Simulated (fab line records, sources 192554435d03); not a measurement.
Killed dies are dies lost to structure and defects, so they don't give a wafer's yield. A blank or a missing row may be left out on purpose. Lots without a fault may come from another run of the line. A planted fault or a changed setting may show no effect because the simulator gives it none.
fab line records | flow n5_finfet | part 2 of 2: steps 18 to 29 of 29
record lots=5 wafers=15 last_day=17
route steps=1938 shown BEOL_M15@1813 PASS1_DEP@1831 MIM_BOT@1832 MIM_TOP@1834 MIM_TOP_LITHO@1839
lots that met no fault: from a run of the same line without faults
start_h: hours from the record's first day to the start of the lot's first wafer shown | wait_h: hours since the lot's step before | " the same as in the row above | L1.1+2: a row that stands for several wafers | - no value, or no start given | * or withheld: withheld | < > ~ a bound
route shown NAME@n: a module of which the file shows steps, and the number in the route of the first | usual: mean/standard deviation of fault-free wafers | same: alike in all rows | chamber/n: place in a boat | sites: the reading at each site | _std_site: their standard deviation | _edge_site: outer sites' mean less inner sites' | radius_mm: how far each site lies from the wafer's centre | mask NAME#n: copy n | behind: the tool/chamber that last shaped the wafer | hold: why the lot was held/for how many hours/how that ended | device: the transistor (n, p or np) that didn't switch | end of line: the same wafers' tests at the end of the route | a step without rows: its recipe alone | killed: dies lost to structure and defects at the first sort, not the wafer's yield | map: a wafer's dies, x killed, . not, _ none there
set.NAME: the setting as run; set.NAME@STEP: as run at that earlier step | model.NAME: the simulator's own value behind a step, which no gauge read
lots at some steps of the route; a table a step, a row a wafer
services: from which hour (start_h, from the record's first day; less than 0 if before it) a tool's chamber was out of use, for how many hours, and why
## steps
# step N5_BEOL_M15_RC_MEAS_101
# usual COMB_M10=1.43e-11/2.9e-12 COMB_M11=1.38e-11/2.6e-12 COMB_M12=6.1e-12/1.4e-12 COMB_M13=4.8e-12/1.1e-12 COMB_M14=3.4e-12/8e-13 COMB_M15=2.5e-12/6.2e-13 COMB_M5=3.7e-11/7.7e-12 COMB_M6=2.6e-11/5.1e-12 COMB_M7=2.5e-11/4.9e-12 COMB_M8=2.4e-11/5.1e-12 COMB_M9=1.36e-11/2.6e-12 SERP_M10=3.07/0.07 SERP_M11=3.05/0.082 SERP_M12=0.637/0.016 SERP_M13=0.308/0.0073 SERP_M14=0.161/0.0037 SERP_M5=38.4/1.5 SERP_M5_max_site=40.0/1.7 SERP_M6=13.9/0.54 SERP_M6_max_site=14.5/0.6 SERP_M7=13.6/0.59 SERP_M8=13.8/0.54 SERP_M9=3.05/0.088
# columns lot.wafer tool chamber start_h wait_h COMB_M10[S/m] COMB_M11[S/m] COMB_M12[S/m] COMB_M13[S/m] COMB_M14[S/m] COMB_M15[S/m] COMB_M5[S/m] COMB_M6[S/m] COMB_M7[S/m] COMB_M8[S/m] COMB_M9[S/m] SERP_M10[ohm/um] SERP_M11[ohm/um] SERP_M12[ohm/um] SERP_M13[ohm/um] SERP_M14[ohm/um] SERP_M5[ohm/um] SERP_M5_max_site[ohm/um] SERP_M6[ohm/um] SERP_M6_max_site[ohm/um] SERP_M7[ohm/um] SERP_M8[ohm/um] SERP_M9[ohm/um]
L074.1 prober-01 0 275.11 0.0 1.09e-11 1.5e-11 6.3e-12 5.1e-12 3.7e-12 2.3e-12 3.1e-11 2.8e-11 2.4e-11 2.8e-11 1.62e-11 3.04 3.11 0.645 0.305 0.164 38.6 39.2 13.9 14.5 13.7 13.0 3.24
L074.4 " 0 " " 1.21e-11 7.2e-12 8.4e-12 6.6e-12 2.9e-12 2.2e-12 3.6e-11 2.2e-11 1.7e-11 2e-11 1.03e-11 3.16 2.98 0.657 0.306 0.165 36.8 37.7 13.6 15.0 14.2 13.3 3.25
L074.5 " 0 " " 1.4e-11 1.01e-11 6.5e-12 2.8e-12 2.6e-12 3.3e-12 4e-11 3e-11 2.6e-11 2.2e-11 9.9e-12 3.05 2.96 0.648 0.309 0.158 37.8 39.5 14.5 15.0 14.5 13.5 3.06
L089.4 prober-02 0 354.63 0.5 1.82e-11 1.7e-11 5.1e-12 3.1e-12 3.3e-12 1.8e-12 3.7e-11 2.2e-11 1.9e-11 2.7e-11 1.39e-11 3.04 2.97 0.607 0.298 0.160 39.1 40.4 13.9 14.9 13.3 14.6 2.91
L089.5 " 0 " " 1.09e-11 1.23e-11 6.6e-12 4.5e-12 3e-12 1.5e-12 3.5e-11 2.1e-11 1.8e-11 2.6e-11 1.21e-11 3.21 3.15 0.635 0.298 0.161 38.8 40.0 14.1 14.9 14.9 13.9 3.10
L089.6 " 0 " " 1.27e-11 1.09e-11 7.5e-12 5.4e-12 4.9e-12 1.3e-12 3.1e-11 2.6e-11 2.1e-11 2.8e-11 1.35e-11 3.15 2.93 0.652 0.299 0.164 39.9 41.0 14.0 15.3 13.5 14.3 3.12
L090.1 prober-02 0 362.10 0.0 1.5e-11 1.7e-11 6.1e-12 4.7e-12 3.6e-12 2.8e-12 3.6e-11 1.6e-11 2.9e-11 2e-11 1.5e-11 3.10 3.14 0.631 0.311 0.164 37.8 39.5 14.9 15.2 14.2 13.7 2.96
L090.5 " 0 " " 1.3e-11 1.21e-11 6.2e-12 3.5e-12 3.7e-12 2.8e-12 4e-11 1.8e-11 2.3e-11 2e-11 1.37e-11 3.06 3.04 0.651 0.318 0.164 39.2 40.7 13.7 14.3 14.4 13.1 3.06
L090.6 " 0 " " 1.59e-11 1.52e-11 5.4e-12 4.7e-12 3.5e-12 2.8e-12 3.5e-11 1.7e-11 1.7e-11 2.1e-11 1.39e-11 3.11 3.08 0.630 0.308 0.158 37.0 39.2 15.1 15.7 13.3 13.1 3.12
L092.4 prober-02 0 371.20 0.5 1.52e-11 1.51e-11 5.5e-12 5.2e-12 4.1e-12 2.4e-12 3.3e-11 2.7e-11 2.5e-11 2.3e-11 1.68e-11 3.05 3.05 0.621 0.298 0.161 39.4 40.1 13.7 13.9 13.4 13.4 3.07
L092.5 " 0 " " 1.5e-11 1.37e-11 7.3e-12 3.5e-12 3.7e-12 2.5e-12 2.9e-11 3.1e-11 1.9e-11 1.6e-11 1.3e-11 3.02 3.15 0.626 0.299 0.163 37.4 39.0 14.6 15.5 12.7 14.2 3.02
L092.6 " 0 " " 1.74e-11 1.83e-11 1e-11 5e-12 3.5e-12 1.7e-12 3.3e-11 2.3e-11 2.4e-11 1.7e-11 1.33e-11 3.03 3.17 0.635 0.303 0.156 37.6 39.7 14.2 14.3 12.7 13.1 2.98
L096.2 prober-01 0 397.12 0.2 2.04e-11 1.38e-11 5.8e-12 6e-12 3.7e-12 2.7e-12 3.5e-11 2.2e-11 2e-11 3.1e-11 1.48e-11 3.09 2.94 0.611 0.311 0.164 38.5 40.2 14.7 15.1 13.7 13.7 3.09
L096.5 " 0 " " 1.26e-11 1.2e-11 8.2e-12 6.3e-12 2.9e-12 2.7e-12 3.8e-11 2.2e-11 2.6e-11 3e-11 1.48e-11 3.06 2.98 0.631 0.303 0.166 38.0 39.0 13.7 14.2 14.5 13.4 3.07
L096.6 " 0 " " 1e-11 1.43e-11 5.6e-12 5.9e-12 3.8e-12 2.5e-12 3.2e-11 2.5e-11 3.2e-11 2.4e-11 1.54e-11 3.05 2.99 0.630 0.302 0.160 39.6 41.0 14.7 15.2 13.2 13.6 2.98
# step N5_PASSIVATION_PECVD_00
# recipe material=SiO2 target_thk_a=2000 temp_c=400 precursor=SiH4/N2O pressure_torr=2.7 rf_w=608 time_s=11.2
# usual heater_power_w=668/91 showerhead_plenum_p_Torr=8.23/0.13 throttle_valve_pct=51.3/1.9
# columns lot.wafer tool chamber start_h wait_h heater_power_w showerhead_plenum_p_Torr throttle_valve_pct
L074.1 pecvd-01 0 276.07 0.8 630 8.15 52.6
L074.4 " 1 " " 847 8.28 50.6
L074.5 " 0 " " 503 8.15 52.7
L089.4 pecvd-02 2 355.15 0.4 686 8.36 49.6
L089.5 " 1 " " 699 8.37 52.0
L089.6 " 0 " " 594 8.31 55.0
L090.1 pecvd-04 2 363.07 0.8 760 8.01 48.4
L090.5 " 2 " " 757 7.99 49.0
L090.6 " 1 " " 646 8.23 48.8
L092.4 pecvd-04 2 371.73 0.4 766 7.99 48.9
L092.5 " 1 " " 669 8.21 48.8
L092.6 " 0 " " 710 8.20 51.0
L096.2 pecvd-01 2 397.94 0.7 600 8.05 51.6
L096.5 " 1 " " 819 8.26 50.6
L096.6 " 2 " " 607 8.06 51.7
# step N5_MIM_BOT_DEGAS_01
# recipe ambient=vacuum temp_c=300 time_s=60
# usual heater_power_w=467/44
# columns lot.wafer tool chamber start_h wait_h heater_power_w
L074.1 pvd_sputter-01 - 277.87 1.8 442
L074.4 " - " " 450
L074.5 " - " " 494
L089.4 pvd_sputter-02 - 355.34 0.2 581
L089.5 " - " " 575
L089.6 " - " " 454
L090.1 pvd_sputter-01 - 363.77 0.7 441
L090.5 " - " " 447
L090.6 " - " " 449
L092.4 pvd_sputter-01 - 372.33 0.6 444
L092.5 " - " " 495
L092.6 " - " " 447
L096.2 pvd_sputter-03 - 398.22 0.3 394
L096.5 " - " " 382
L096.6 " - " " 489
# step N5_MIM_BOT_SPUTTER_00
# recipe material=TiN target_thk_a=350 temp_c=200 power_w=3000 chamber_pressure_pa=0.49996 gas=Ar reactive_partial_pa=0.37997 time_s=89.7
# usual throttle_valve_pct=29.3/1.1
# columns lot.wafer tool chamber start_h wait_h throttle_valve_pct
L074.1 pvd_sputter-01 - 277.91 0.0 30.6
L074.4 " - " " 27.4
L074.5 " - " " 29.3
L089.4 pvd_sputter-02 - 355.38 0.0 30.1
L089.5 " - " " 30.4
L089.6 " - " " 28.3
L090.1 pvd_sputter-01 - 363.81 0.0 30.0
L090.5 " - " " 27.2
L090.6 " - " " 29.8
L092.4 pvd_sputter-01 - 372.37 0.0 27.1
L092.5 " - " " 29.5
L092.6 " - " " 27.2
L096.2 pvd_sputter-03 - 398.26 0.0 27.2
L096.5 " - " " 27.6
L096.6 " - " " 29.2
# step N5_MIM_TOP_ALD_00
# recipe material=Al2O3 target_thk_a=* temp_c=withheld ald_precursor_family=TMA ald_co_reactant=O3 pulse_time_s=withheld purge_time_s=3 co_reactant_purge_time_s=withheld co_reactant_pulse_time_s=3 ald_cycles=withheld
# usual precursor_pulse_height_rel=1.001/0.018
# columns lot.wafer tool chamber start_h wait_h precursor_pulse_height_rel
L074.1 ald_hk-01 1 278.01 0.1 0.983
L074.4 " 0 " " 1.023
L074.5 " 1 " " 1.001
L089.4 ald_hk-03 3 355.48 0.1 1.012
L089.5 " 2 " " 0.961
L089.6 " 3 " " 1.014
L090.1 ald_hk-01 2 363.91 0.1 0.975
L090.5 " 1 " " 1.028
L090.6 " 0 " " 1.014
L092.4 ald_hk-03 1 372.47 0.1 1.028
L092.5 " 1 " " 1.018
L092.6 " 2 " " 0.985
L096.2 ald_hk-03 0 398.36 0.1 1.008
L096.5 " 3 " " 0.982
L096.6 " 0 " " 0.983
# step N5_MIM_TOP_ALD_01
# recipe material=HfO2 target_thk_a=56 temp_c=withheld ald_precursor_family=Hf-amide ald_co_reactant=O3 pulse_time_s=1 purge_time_s=3 co_reactant_purge_time_s=2 co_reactant_pulse_time_s=3 ald_cycles=62
# usual precursor_pulse_height_rel=0.999/0.021
# same co_reactant_pulse_time_s=3
# columns lot.wafer tool chamber start_h wait_h precursor_pulse_height_rel
L074.1 ald_hk-01 1 - - 1.006
L074.4 " 0 " " 1.011
L074.5 " 1 " " 1.011
L089.4 ald_hk-03 3 - - 1.002
L089.5 " 2 " " 0.964
L089.6 " 3 " " 0.974
L090.1 ald_hk-01 2 - - 0.976
L090.5 " 1 " " 0.995
L090.6 " 0 " " 0.974
L092.4 ald_hk-03 1 - - 1.009
L092.5 " 1 " " 1.031
L092.6 " 2 " " 1.000
L096.2 ald_hk-03 0 - - 0.998
L096.5 " 3 " " 0.964
L096.6 " 0 " " 1.025
# step N5_MIM_TOP_ALD_02
# recipe material=Al2O3 target_thk_a=* temp_c=withheld ald_precursor_family=TMA ald_co_reactant=O3 pulse_time_s=withheld purge_time_s=3 co_reactant_purge_time_s=withheld co_reactant_pulse_time_s=3 ald_cycles=withheld
# usual precursor_pulse_height_rel=1.001/0.02
# columns lot.wafer tool chamber start_h wait_h precursor_pulse_height_rel
L074.1 ald_hk-01 1 - - 0.980
L074.4 " 0 " " 0.979
L074.5 " 1 " " 0.966
L089.4 ald_hk-03 3 - - 1.019
L089.5 " 2 " " 1.002
L089.6 " 3 " " 0.982
L090.1 ald_hk-01 2 - - 0.989
L090.5 " 1 " " 1.019
L090.6 " 0 " " 1.018
L092.4 ald_hk-03 1 - - 0.997
L092.5 " 1 " " 1.011
L092.6 " 2 " " 1.025
L096.2 ald_hk-03 0 - - 1.018
L096.5 " 3 " " 0.992
L096.6 " 0 " " 1.021
# step N5_MIM_TOP_DEGAS_04
# recipe ambient=vacuum temp_c=300 time_s=60
# usual heater_power_w=469/47
# columns lot.wafer tool chamber start_h wait_h heater_power_w
L074.1 pvd_sputter-03 - 278.76 - 489
L074.4 " - " " 504
L074.5 " - " " 386
L089.4 pvd_sputter-02 - 356.49 - 453
L089.5 " - " " 596
L089.6 " - " " 453
L090.1 pvd_sputter-03 - 368.23 - 492
L090.5 " - " " 390
L090.6 " - " " 467
L092.4 pvd_sputter-01 - 372.97 - 454
L092.5 " - " " 498
L092.6 " - " " 454
L096.2 pvd_sputter-01 - 399.61 - 442
L096.5 " - " " 454
L096.6 " - " " 499
# step N5_MIM_TOP_SPUTTER_03
# recipe material=TiN target_thk_a=350 temp_c=200 power_w=3000 chamber_pressure_pa=0.49996 gas=Ar reactive_partial_pa=0.37997 time_s=89.7
# usual throttle_valve_pct=29.3/1.2
# columns lot.wafer tool chamber start_h wait_h throttle_valve_pct
L074.1 pvd_sputter-03 - 278.80 0.0 30.4
L074.4 " - " " 29.2
L074.5 " - " " 27.5
L089.4 pvd_sputter-02 - 356.53 0.0 29.4
L089.5 " - " " 30.5
L089.6 " - " " 27.9
L090.1 pvd_sputter-03 - 368.27 0.0 29.1
L090.5 " - " " 27.2
L090.6 " - " " 29.8
L092.4 pvd_sputter-01 - 373.01 0.0 30.2
L092.5 " - " " 29.7
L092.6 " - " " 30.4
L096.2 pvd_sputter-01 - 399.65 0.0 30.4
L096.5 " - " " 27.5
L096.6 " - " " 29.5
# step N5_MIM_TOP_LITHO_HMDS_01
# recipe time_s=60 temp_c=120
# usual plate_temp_C=119.95/0.16
# columns lot.wafer tool chamber start_h wait_h plate_temp_C
L074.1 litho_track-05 0 278.91 0.1 119.69
L074.4 " 0 " " 119.82
L074.5 " 0 " " 119.87
L089.4 litho_track-03 0 356.64 0.1 120.06
L089.5 " 0 " " 119.85
L089.6 " 0 " " 119.83
L090.1 litho_track-05 0 368.37 0.1 120.05
L090.5 " 0 " " 119.98
L090.6 " 0 " " 120.05
L092.4 litho_track-03 0 373.11 0.1 119.99
L092.5 " 0 " " 119.79
L092.6 " 0 " " 120.03
L096.2 litho_track-05 0 399.76 0.1 119.79
L096.5 " 0 " " 119.82
L096.6 " 0 " " 119.64
# step N5_MIM_TOP_LITHO_COAT_02
# recipe spin_rpm=* resist_thk_nm=*
# columns lot.wafer tool chamber start_h wait_h
L074.1+4+5 litho_track-05 0 - -
L089.4+5+6 litho_track-03 0 - -
L090.1+5+6 litho_track-05 0 - -
L092.4+5+6 litho_track-03 0 - -
L096.2+5+6 litho_track-05 0 - -
# step N5_MIM_TOP_LITHO_EBR_04
# recipe solvent=PGMEA ebr_width_mm=1.5
# columns lot.wafer tool chamber start_h wait_h
L074.1+4+5 litho_track-05 0 - -
L089.4+5+6 litho_track-03 0 - -
L090.1+5+6 litho_track-05 0 - -
L092.4+5+6 litho_track-03 0 - -
L096.2+5+6 litho_track-05 0 - -
## services
# columns tool chamber start_h hours kind
rie_diel-03 - 252.99 2.8 pm
rie_diel-03 3 257.10 10.3 repair
pecvd-01 - 261.97 1.2 repair
rtp_anneal-01 - 262.45 4.9 pm
wet_bench-02 - 266.45 4.4 pm
pecvd-04 1 274.60 19.2 repair
rie_diel-03 0 275.51 4.4 repair
cmp-01 - 279.23 5.3 pm
rie_diel-03 - 281.98 0.1 repair
wet_bench-03 - 291.96 0.5 repair
rie_diel-05 2 295.07 17.0 repair
pvd_sputter-01 - 306.96 5.3 repair
pecvd-04 - 312.91 0.8 repair
ald_hk-03 - 313.61 8.7 pm
cmp-01 - 315.34 1.4 repair
rie_diel-05 2 316.07 4.0 repair
rie_diel-03 3 317.28 3.7 repair
pvd_sputter-01 - 347.23 7.8 repair
cmp-01 - 348.93 0.4 repair
cmp-01 - 349.72 1.6 repair
cmp-01 - 355.40 3.8 repair
pvd_sputter-01 - 365.53 1.5 repair
rie_diel-05 1 370.48 4.3 repair
rie_diel-05 1 375.69 6.9 repair
